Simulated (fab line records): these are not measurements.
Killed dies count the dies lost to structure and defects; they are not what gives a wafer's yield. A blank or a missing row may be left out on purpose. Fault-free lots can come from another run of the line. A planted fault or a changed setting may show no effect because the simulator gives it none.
Matching of chambers ; flow n5-finfet ; 4 sister chambers for N5_PMOS_HMC_CHANNEL_EPI_CMP_21 on cmp-01
The step polishes SiGe30, target thk 54 nm. 22 wafers are shown with their chamber, then 11 later ones without.

WAFERS, EACH WITH ITS CHAMBER
wafer;chamber;motor-current-A (A);retaining-ring-pressure-frac
L075.2;0;14.0;1.002
L075.5;2;15.0;0.999
L075.6;3;10.7;0.999
L078.3;3;10.6;0.996
L078.4;1;10.4;1.002
L078.5;0;14.0;0.999
L081.1;0;14.1;0.996
L081.3;3;11.5;0.997
L081.4;1;11.0;1.010
L082.2;2;13.9;1.004
L082.4;1;10.8;0.996
L082.5;1;10.7;1.004
L083.1;1;10.9;0.999
L083.4;0;13.5;1.008
L083.5;1;9.9;0.995
L085.2;0;13.7;0.994
L085.3;2;14.2;1.005
L085.4;1;10.7;0.999
L086.1;0;13.6;1.002
L086.3;3;10.8;1.012
L086.5;2;13.9;0.994
L088.1;1;10.0;0.996

SIGNATURES (averages over the wafers above)
reading;chamber 0;chamber 1;chamber 2;chamber 3;scatter within a chamber
motor-current-A;13.817;10.550;14.250;10.900;0.394
retaining-ring-pressure-frac;1.00017;1.00012;1.00050;1.00100;0.00551
Rule: for each reading, subtract the chamber's mean from the wafer's reading, divide by that reading's scatter and square the result; add these up over the readings and take the root, which gives the wafer's distance from the chamber. If the next closest chamber is less than 2 further off than the closest, the wafer can't be placed; otherwise it belongs to the closest. The scatter: take each reading less its chamber's mean, square it, sum over the shown wafers, divide by the number of wafers less the number of chambers, and take the root.

WAFERS MISSING THEIR CHAMBER
wafer;motor-current-A (A);retaining-ring-pressure-frac
L088.2;10.5;0.995
L088.5;10.2;0.993
L090.2;10.7;1.007
L090.3;10.6;0.994
L090.5;10.6;1.004
L092.2;13.7;0.998
L092.4;11.3;1.000
L092.5;14.1;1.007
L097.3;10.8;0.998
L097.5;10.6;0.999
L097.6;14.6;0.989

EACH ONE'S CHAMBER
wafer;from the rows above;in truth
L088.2;can't be placed: 1 or 3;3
L088.5;can't be placed: 1 or 3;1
L090.2;can't be placed: 3 or 1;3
L090.3;can't be placed: 1 or 3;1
L090.5;can't be placed: 1 or 3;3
L092.2;can't be placed: 0 or 2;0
L092.4;can't be placed: 3 or 1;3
L092.5;can't be placed: 2 or 0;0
L097.3;can't be placed: 3 or 1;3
L097.5;can't be placed: 1 or 3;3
L097.6;can't be placed: 2 or 0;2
Placed correctly: 0 of 11. These rows do not allow placing 11 (true chamber among the candidates in 11). 0 placed wrongly.
